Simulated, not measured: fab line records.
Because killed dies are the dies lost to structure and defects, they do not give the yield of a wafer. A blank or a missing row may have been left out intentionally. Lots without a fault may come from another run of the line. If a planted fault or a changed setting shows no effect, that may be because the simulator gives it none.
Split-lot experiment / flow n5Finfet / 39 wafers read from 7 lots, route of 1938 steps

== ON THE SPLIT ==
At N5_BEOL_M4_ETCH_64 (etches SOC in N2/H2, target depth 75 nm, overetch 22.5 nm, time 121.9 s), the setting timeS was moved away from the recipe's 121.9 s on 9 of the 39 wafers read, by -58.6% to +39.0%. This setting was run at the recipe's value on the other wafers.

The split's own step is where the reading is taken.

== THE READING ==
SiARC_of_BEOL_M4_COAT_62.thkNm (the simulator's own value, which no gauge read), in nm, at N5_BEOL_M4_ETCH_64 (etches SOC in N2/H2, target depth 75 nm, overetch 22.5 nm, time 121.9 s). There is no usual value for it anywhere in the file. Here, 30 wafers ran the recipe; their average is 6.3 nm with a standard deviation of 0.17 nm.

wafer=L080.1; tool, chamber at the split=rieDiel-04, 1; timeS as run, s=169.4; against the recipe=+39.0%; SiARC_of_BEOL_M4_COAT_62.thkNm, nm=4.2; against lot-mates on the recipe=-2.1
wafer=L080.2; tool, chamber at the split=rieDiel-04, 3,1; timeS as run, s=169.4; against the recipe=+39.0%; SiARC_of_BEOL_M4_COAT_62.thkNm, nm=4; against lot-mates on the recipe=-2.3
wafer=L080.6; tool, chamber at the split=rieDiel-04, 3,1; timeS as run, s=169.4; against the recipe=+39.0%; SiARC_of_BEOL_M4_COAT_62.thkNm, nm=4; against lot-mates on the recipe=-2.3
wafer=L080.3; tool, chamber at the split=rieDiel-04, 2; timeS as run, s=121.9; against the recipe=recipe; SiARC_of_BEOL_M4_COAT_62.thkNm, nm=6.4; against lot-mates on the recipe=-
wafer=L080.5; tool, chamber at the split=rieDiel-04, 2; timeS as run, s=121.9; against the recipe=recipe; SiARC_of_BEOL_M4_COAT_62.thkNm, nm=6.4; against lot-mates on the recipe=-
wafer=L080.4; tool, chamber at the split=rieDiel-04, 3; timeS as run, s=121.9; against the recipe=recipe; SiARC_of_BEOL_M4_COAT_62.thkNm, nm=6.2; against lot-mates on the recipe=-
wafer=L083.1; tool, chamber at the split=rieDiel-05, 2; timeS as run, s=121.9; against the recipe=recipe; SiARC_of_BEOL_M4_COAT_62.thkNm, nm=6.2; against lot-mates on the recipe=-
wafer=L083.2; tool, chamber at the split=rieDiel-05, 0; timeS as run, s=121.9; against the recipe=recipe; SiARC_of_BEOL_M4_COAT_62.thkNm, nm=6; against lot-mates on the recipe=-
wafer=L083.4; tool, chamber at the split=rieDiel-05, 1; timeS as run, s=121.9; against the recipe=recipe; SiARC_of_BEOL_M4_COAT_62.thkNm, nm=6.6; against lot-mates on the recipe=-
wafer=L087.1; tool, chamber at the split=rieDiel-01, 2,1; timeS as run, s=121.9; against the recipe=recipe; SiARC_of_BEOL_M4_COAT_62.thkNm, nm=6.6; against lot-mates on the recipe=-
wafer=L087.2; tool, chamber at the split=rieDiel-01, 2,1; timeS as run, s=121.9; against the recipe=recipe; SiARC_of_BEOL_M4_COAT_62.thkNm, nm=6.6; against lot-mates on the recipe=-
wafer=L087.3; tool, chamber at the split=rieDiel-01, 0; timeS as run, s=121.9; against the recipe=recipe; SiARC_of_BEOL_M4_COAT_62.thkNm, nm=6; against lot-mates on the recipe=-
wafer=L087.4; tool, chamber at the split=rieDiel-01, 3; timeS as run, s=78.62; against the recipe=-35.5%; SiARC_of_BEOL_M4_COAT_62.thkNm, nm=8.2; against lot-mates on the recipe=+1.8
wafer=L087.5; tool, chamber at the split=rieDiel-01, 3; timeS as run, s=78.62; against the recipe=-35.5%; SiARC_of_BEOL_M4_COAT_62.thkNm, nm=8.2; against lot-mates on the recipe=+1.8
wafer=L087.6; tool, chamber at the split=rieDiel-01, 2; timeS as run, s=78.62; against the recipe=-35.5%; SiARC_of_BEOL_M4_COAT_62.thkNm, nm=8.6; against lot-mates on the recipe=+2.2
wafer=L089.1; tool, chamber at the split=rieDiel-05, 2,0,0; timeS as run, s=121.9; against the recipe=recipe; SiARC_of_BEOL_M4_COAT_62.thkNm, nm=6.2; against lot-mates on the recipe=-
wafer=L089.4; tool, chamber at the split=rieDiel-05, 2,0,0; timeS as run, s=121.9; against the recipe=recipe; SiARC_of_BEOL_M4_COAT_62.thkNm, nm=6.2; against lot-mates on the recipe=-
wafer=L089.5; tool, chamber at the split=rieDiel-05, 2,0,0; timeS as run, s=121.9; against the recipe=recipe; SiARC_of_BEOL_M4_COAT_62.thkNm, nm=6.2; against lot-mates on the recipe=-
wafer=L089.2; tool, chamber at the split=rieDiel-05, 1; timeS as run, s=121.9; against the recipe=recipe; SiARC_of_BEOL_M4_COAT_62.thkNm, nm=6.6; against lot-mates on the recipe=-
wafer=L089.3; tool, chamber at the split=rieDiel-05, 3; timeS as run, s=121.9; against the recipe=recipe; SiARC_of_BEOL_M4_COAT_62.thkNm, nm=6.4; against lot-mates on the recipe=-
wafer=L089.6; tool, chamber at the split=rieDiel-05, 3; timeS as run, s=121.9; against the recipe=recipe; SiARC_of_BEOL_M4_COAT_62.thkNm, nm=6.4; against lot-mates on the recipe=-
wafer=L088.1; tool, chamber at the split=rieDiel-05, 0,3,2; timeS as run, s=50.52; against the recipe=-58.6%; SiARC_of_BEOL_M4_COAT_62.thkNm, nm=9.6; against lot-mates on the recipe=+3.2
wafer=L088.2; tool, chamber at the split=rieDiel-05, 0,3,2; timeS as run, s=50.52; against the recipe=-58.6%; SiARC_of_BEOL_M4_COAT_62.thkNm, nm=9.6; against lot-mates on the recipe=+3.2
wafer=L088.4; tool, chamber at the split=rieDiel-05, 0,3,2; timeS as run, s=50.52; against the recipe=-58.6%; SiARC_of_BEOL_M4_COAT_62.thkNm, nm=9.6; against lot-mates on the recipe=+3.2
wafer=L088.3; tool, chamber at the split=rieDiel-05, 1; timeS as run, s=121.9; against the recipe=recipe; SiARC_of_BEOL_M4_COAT_62.thkNm, nm=6.6; against lot-mates on the recipe=-
wafer=L088.5; tool, chamber at the split=rieDiel-05, 2; timeS as run, s=121.9; against the recipe=recipe; SiARC_of_BEOL_M4_COAT_62.thkNm, nm=6.2; against lot-mates on the recipe=-
wafer=L088.6; tool, chamber at the split=rieDiel-05, 3; timeS as run, s=121.9; against the recipe=recipe; SiARC_of_BEOL_M4_COAT_62.thkNm, nm=6.4; against lot-mates on the recipe=-
wafer=L093.1; tool, chamber at the split=rieDiel-05, 3; timeS as run, s=121.9; against the recipe=recipe; SiARC_of_BEOL_M4_COAT_62.thkNm, nm=6.4; against lot-mates on the recipe=-
wafer=L093.6; tool, chamber at the split=rieDiel-05, 3; timeS as run, s=121.9; against the recipe=recipe; SiARC_of_BEOL_M4_COAT_62.thkNm, nm=6.4; against lot-mates on the recipe=-
wafer=L093.2; tool, chamber at the split=rieDiel-05, 2,0,0,2; timeS as run, s=121.9; against the recipe=recipe; SiARC_of_BEOL_M4_COAT_62.thkNm, nm=6.2; against lot-mates on the recipe=-
wafer=L093.3; tool, chamber at the split=rieDiel-05, 2,0,0,2; timeS as run, s=121.9; against the recipe=recipe; SiARC_of_BEOL_M4_COAT_62.thkNm, nm=6.2; against lot-mates on the recipe=-
wafer=L093.4; tool, chamber at the split=rieDiel-05, 2,0,0,2; timeS as run, s=121.9; against the recipe=recipe; SiARC_of_BEOL_M4_COAT_62.thkNm, nm=6.2; against lot-mates on the recipe=-
wafer=L093.5; tool, chamber at the split=rieDiel-05, 2,0,0,2; timeS as run, s=121.9; against the recipe=recipe; SiARC_of_BEOL_M4_COAT_62.thkNm, nm=6.2; against lot-mates on the recipe=-
wafer=L092.1; tool, chamber at the split=rieDiel-04, 2; timeS as run, s=121.9; against the recipe=recipe; SiARC_of_BEOL_M4_COAT_62.thkNm, nm=6.6; against lot-mates on the recipe=-
wafer=L092.2; tool, chamber at the split=rieDiel-04, 3,1,1; timeS as run, s=121.9; against the recipe=recipe; SiARC_of_BEOL_M4_COAT_62.thkNm, nm=6.4; against lot-mates on the recipe=-
wafer=L092.4; tool, chamber at the split=rieDiel-04, 3,1,1; timeS as run, s=121.9; against the recipe=recipe; SiARC_of_BEOL_M4_COAT_62.thkNm, nm=6.4; against lot-mates on the recipe=-
wafer=L092.5; tool, chamber at the split=rieDiel-04, 3,1,1; timeS as run, s=121.9; against the recipe=recipe; SiARC_of_BEOL_M4_COAT_62.thkNm, nm=6.4; against lot-mates on the recipe=-
wafer=L092.3; tool, chamber at the split=rieDiel-04, 0; timeS as run, s=121.9; against the recipe=recipe; SiARC_of_BEOL_M4_COAT_62.thkNm, nm=6.2; against lot-mates on the recipe=-
wafer=L092.6; tool, chamber at the split=rieDiel-04, 0; timeS as run, s=121.9; against the recipe=recipe; SiARC_of_BEOL_M4_COAT_62.thkNm, nm=6.2; against lot-mates on the recipe=-
If several chambers appear in one row, that row covers several wafers at once and the file leaves open which wafer was in which chamber.

FIT RESULTS
A straight line over all 39 wafers: SiARC_of_BEOL_M4_COAT_62.thkNm changes by -0.0566 nm for each +1% of timeS; r = -0.99; the points scatter about the line by 0.17 nm.
The same after taking each lot's own level away (the mean of its wafers on the recipe; 39 wafers): -0.0556 nm for each +1%; r = -0.99; scatter 0.16 nm.
Per that fit: largest timeS move, reading shift of 3.3 nm.
Measured against the standard deviation above, the lots' own levels, which go from 6.27 to 6.40 nm, span 0.8 times it.
So the lot-to-lot level changes the slope little: the two slopes agree.
Check: for one of the wafers moved furthest among these (-58.6%), held out of the fit, the line's prediction against its lot-mates is +3.25 nm. Against them it came out at +3.2 nm.

== FURTHER SPLITS ON THESE WAFERS ==
Before the reading, these wafers also passed through other splits. Each is held against what the fit with the lots' levels taken away leaves over:
other split on the same wafers=N5_DUMMY_GATE_CVD_03 targetThkA; wafers away from the commonest value=30; r with SiARC_of_BEOL_M4_COAT_62.thkNm (lot level and that fit taken away)=-0.06
other split on the same wafers=N5_GATE_CUT_ALD_22 aldCycles; wafers away from the commonest value=9; r with SiARC_of_BEOL_M4_COAT_62.thkNm (lot level and that fit taken away)=+0.15
other split on the same wafers=N5_BEOL_M0_SAQP_PECVD_00 timeS; wafers away from the commonest value=15; r with SiARC_of_BEOL_M4_COAT_62.thkNm (lot level and that fit taken away)=+0.06
other split on the same wafers=N5_BEOL_M1_ETCH_70 timeS; wafers away from the commonest value=15; r with SiARC_of_BEOL_M4_COAT_62.thkNm (lot level and that fit taken away)=+0.04

== FILE'S OWN FIT ==
SiARC_of_BEOL_M4_COAT_62.thkNm changes by -0.0555 nm for each +1% of timeS, r = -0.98.
